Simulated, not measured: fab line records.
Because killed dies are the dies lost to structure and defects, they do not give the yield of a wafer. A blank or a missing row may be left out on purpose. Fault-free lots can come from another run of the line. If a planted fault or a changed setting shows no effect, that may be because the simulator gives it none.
Matching of chambers -- flow n5 finfet -- cmp-01 running N5_BEOL_M8_CMP_52: 4 sister chambers
The step polishes, stops on SiCOH lowk, t overpolish 6.9 s, target thk 80 nm. 4 wafers are shown with their chamber, then 7 later ones without.

== WAFERS, EACH WITH ITS CHAMBER ==
wafer,chamber,motor current A (A)
L080.5,0,6.2
L083.4,1,7.3
L086.3,2,8.4
L086.4,3,6.1

== WAFERS MISSING THEIR CHAMBER ==
wafer,motor current A (A)
L086.5,7.1
L097.2,6.9
L097.4,7.4
L097.5,6.8
L095.2,7.7
L095.3,6.4
L095.4,6.6

== CHAMBER TAKEN BY EACH ==
wafer,from the rows above,in truth
L086.5,1,1
L097.2,can't be placed: 1 or 0 or 3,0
L097.4,1,1
L097.5,can't be placed: 1 or 0 or 3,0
L095.2,can't be placed: 1 or 2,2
L095.3,can't be placed: 0 or 3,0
L095.4,can't be placed: 0 or 3 or 1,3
Correctly placed: 2 of 7. Not placeable from these rows: 5 (in 5, the candidates include the true chamber). Number placed wrongly: 0.
How it was worked out, from the rows above alone: a wafer's distance from a chamber is the root of the sum, over the readings, of the square of ((its reading less the chamber's mean) divided by the reading's scatter). The wafer belongs to the nearest chamber; if the next one is less than 2 further off, it can't be placed. For every chamber, the mean is computed from those of its wafers that are shown. The scatter: with one shown wafer a chamber, the root of the mean of the squares of how far each hidden wafer lies from its nearest shown one.
